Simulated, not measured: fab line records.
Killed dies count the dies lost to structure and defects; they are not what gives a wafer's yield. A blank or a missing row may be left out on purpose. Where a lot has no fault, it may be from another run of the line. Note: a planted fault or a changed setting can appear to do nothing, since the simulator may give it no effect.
Split-lot trial / flow n5Finfet / 21 wafers read from 7 lots, route of 1938 steps

## THE SPLIT
At N5_BEOL_M7_TRENCH_ETCH_37 (etches SiCOH lowk in C4F6/O2, target depth 93.478 nm, time 31.2 s), the setting sourceW was moved away from the recipe's 345 W on 8 of the 21 wafers read, by -17.0% to +17.8%. For the rest of the wafers, this setting stayed at what the recipe calls for.

## FROM THE SPLIT TO THE READING: what the file shows between them, 8 steps
- N5_BEOL_M7_ETCH_41: etches SiCN in CH3F/O2, target depth 31.9 nm, time 57.8 s
- N5_BEOL_M7_STRIP_80: strips in N2/H2, time 10 s
- N5_BEOL_M7_OCD_MEAS_38
- N5_BEOL_M7_HM_STRIP_39: strips TiN in peroxide tin strip, target depth 25 nm, time 158 s
- N5_BEOL_M7_SRD_40: time 30 s
- N5_BEOL_M7_ECD_50: material Cu, target thk 300 nm
- N5_BEOL_M7_ANNEAL_51: time 90 s
- N5_BEOL_M7_CMP_52: polishes, stops on SiCOH lowk, t overpolish 6.9 s, target thk 80 nm

## THE READING
M7_THK, in nm, at N5_BEOL_M7_THK_MEAS_53 (measures by xrf). On this fab line, fault-free wafers typically give 77.9 nm with a standard deviation of 1.9 nm.

wafer=L075.3; tool, chamber at the split=rieDiel-04, 0; sourceW as run, W=305; against the recipe=-11.6%; M7_THK, nm=75.1; against lot-mates on the recipe=-3.6
wafer=L075.4; tool, chamber at the split=rieDiel-04, 2; sourceW as run, W=305; against the recipe=-11.6%; M7_THK, nm=77.3; against lot-mates on the recipe=-1.4
wafer=L075.6; tool, chamber at the split=rieDiel-04, 3; sourceW as run, W=345; against the recipe=recipe; M7_THK, nm=78.7; against lot-mates on the recipe=-
wafer=L076.2; tool, chamber at the split=rieDiel-05, 1; sourceW as run, W=345; against the recipe=recipe; M7_THK, nm=79.2; against lot-mates on the recipe=-
wafer=L076.3; tool, chamber at the split=rieDiel-05, 2; sourceW as run, W=345; against the recipe=recipe; M7_THK, nm=77.6; against lot-mates on the recipe=-
wafer=L076.5; tool, chamber at the split=rieDiel-05, 3; sourceW as run, W=398.6; against the recipe=+15.5%; M7_THK, nm=80.6; against lot-mates on the recipe=+2.2
wafer=L078.3; tool, chamber at the split=rieDiel-05, 1; sourceW as run, W=345; against the recipe=recipe; M7_THK, nm=77.0; against lot-mates on the recipe=-
wafer=L078.4; tool, chamber at the split=rieDiel-05, 2; sourceW as run, W=345; against the recipe=recipe; M7_THK, nm=77.4; against lot-mates on the recipe=-
wafer=L078.6; tool, chamber at the split=rieDiel-05, 2; sourceW as run, W=345; against the recipe=recipe; M7_THK, nm=76.9; against lot-mates on the recipe=-
wafer=L081.1; tool, chamber at the split=rieDiel-04, 2; sourceW as run, W=406.4; against the recipe=+17.8%; M7_THK, nm=84.9; against lot-mates on the recipe=+6.6
wafer=L081.2; tool, chamber at the split=rieDiel-04, 1; sourceW as run, W=406.4; against the recipe=+17.8%; M7_THK, nm=82.8; against lot-mates on the recipe=+4.5
wafer=L081.5; tool, chamber at the split=rieDiel-04, 0; sourceW as run, W=345; against the recipe=recipe; M7_THK, nm=78.3; against lot-mates on the recipe=-
wafer=L086.1; tool, chamber at the split=rieDiel-06, 2; sourceW as run, W=345; against the recipe=recipe; M7_THK, nm=78.7; against lot-mates on the recipe=-
wafer=L086.2; tool, chamber at the split=rieDiel-06, 0; sourceW as run, W=345; against the recipe=recipe; M7_THK, nm=81.5; against lot-mates on the recipe=-
wafer=L086.4; tool, chamber at the split=rieDiel-06, 3; sourceW as run, W=345; against the recipe=recipe; M7_THK, nm=80.3; against lot-mates on the recipe=-
wafer=L087.1; tool, chamber at the split=rieDiel-06, 2; sourceW as run, W=345; against the recipe=recipe; M7_THK, nm=77.5; against lot-mates on the recipe=-
wafer=L087.3; tool, chamber at the split=rieDiel-06, 3; sourceW as run, W=345; against the recipe=recipe; M7_THK, nm=77.8; against lot-mates on the recipe=-
wafer=L087.4; tool, chamber at the split=rieDiel-06, 1; sourceW as run, W=286.2; against the recipe=-17.0%; M7_THK, nm=70.6; against lot-mates on the recipe=-7.1
wafer=L096.3; tool, chamber at the split=rieDiel-05, 3; sourceW as run, W=399.4; against the recipe=+15.8%; M7_THK, nm=80.7; against lot-mates on the recipe=+5.8
wafer=L096.4; tool, chamber at the split=rieDiel-05, 0; sourceW as run, W=345; against the recipe=recipe; M7_THK, nm=74.9; against lot-mates on the recipe=-
wafer=L096.5; tool, chamber at the split=rieDiel-05, 3; sourceW as run, W=399.4; against the recipe=+15.8%; M7_THK, nm=80.6; against lot-mates on the recipe=+5.7

THE FIT
A straight line over all 21 wafers: M7_THK changes by +0.26 nm for each +1% of sourceW; r = +0.83; the points scatter about the line by 1.8 nm.
The same after taking each lot's own level away (the mean of its wafers on the recipe; 21 wafers): +0.306 nm for each +1%; r = +0.94; scatter 1.1 nm.
That fit puts the effect of the largest move of sourceW on the reading at 5.5 nm.
Measured against the standard deviation above, the lots' own levels, which go from 74.90 to 80.17 nm, span 2.8 times it.
So the slope is not independent of the lot-to-lot level: the two fits are not the same.
Check: for one of the wafers moved furthest among these (+17.8%), held out of the fit, the line's prediction against its lot-mates is +5.18 nm. Against them it came out at +6.6 nm.
Tool readings at the split's step, against how far the setting was moved: rfVppV r = -0.98.

## FURTHER SPLITS ON THESE WAFERS
These wafers also went through other splits before the reading. Each is held against what the fit with the lots' levels taken away leaves over:
other split on the same wafers=N5_BEOL_M6_TRENCH_ETCH_37 timeS; wafers away from the commonest value=8; r with M7_THK (lot level and that fit taken away)=-0.06
other split on the same wafers=N5_BEOL_M7_VIA_ETCH_34 sourceW; wafers away from the commonest value=4; r with M7_THK (lot level and that fit taken away)=-0.30

## THE WHOLE CHAIN: every reading that the file lists as answering this split, in the file's order
step=N5_BEOL_M7_TRENCH_ETCH_37; what it does=etches SiCOH lowk in C4F6/O2, target depth 93.478 nm, time 31.2 s; reading=rfVppV; change (the file's fit)=-3.27 V for each +1% of the setting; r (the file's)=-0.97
step=N5_BEOL_M7_TRENCH_ETCH_37; what it does=etches SiCOH lowk in C4F6/O2, target depth 93.478 nm, time 31.2 s; reading=BEOL_M7.featureDepthNm (the simulator's own value, which no gauge read); change (the file's fit)=+0.344 nm for each +1% of the setting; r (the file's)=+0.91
step=N5_BEOL_M7_TRENCH_ETCH_37; what it does=etches SiCOH lowk in C4F6/O2, target depth 93.478 nm, time 31.2 s; reading=etch.depthNm (the simulator's own value, which no gauge read); change (the file's fit)=+0.343 nm for each +1% of the setting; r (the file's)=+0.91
step=N5_BEOL_M7_OCD_MEAS_38; what it does=; reading=trenchDepthNm; change (the file's fit)=+0.345 nm for each +1% of the setting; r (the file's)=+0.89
step=N5_BEOL_M7_CMP_52; what it does=polishes, stops on SiCOH lowk, t overpolish 6.9 s, target thk 80 nm; reading=Cu_of_BEOL_M7_ECD_50.thkNm (the simulator's own value, which no gauge read); change (the file's fit)=+0.31 nm for each +1% of the setting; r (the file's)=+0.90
step=N5_BEOL_M7_THK_MEAS_53; what it does=measures by xrf; reading=M7_THK; change (the file's fit)=+0.304 for each +1% of the setting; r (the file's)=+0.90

## FILE'S OWN FIT
M7_THK changes by +0.304 nm for each +1% of sourceW, r = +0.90.
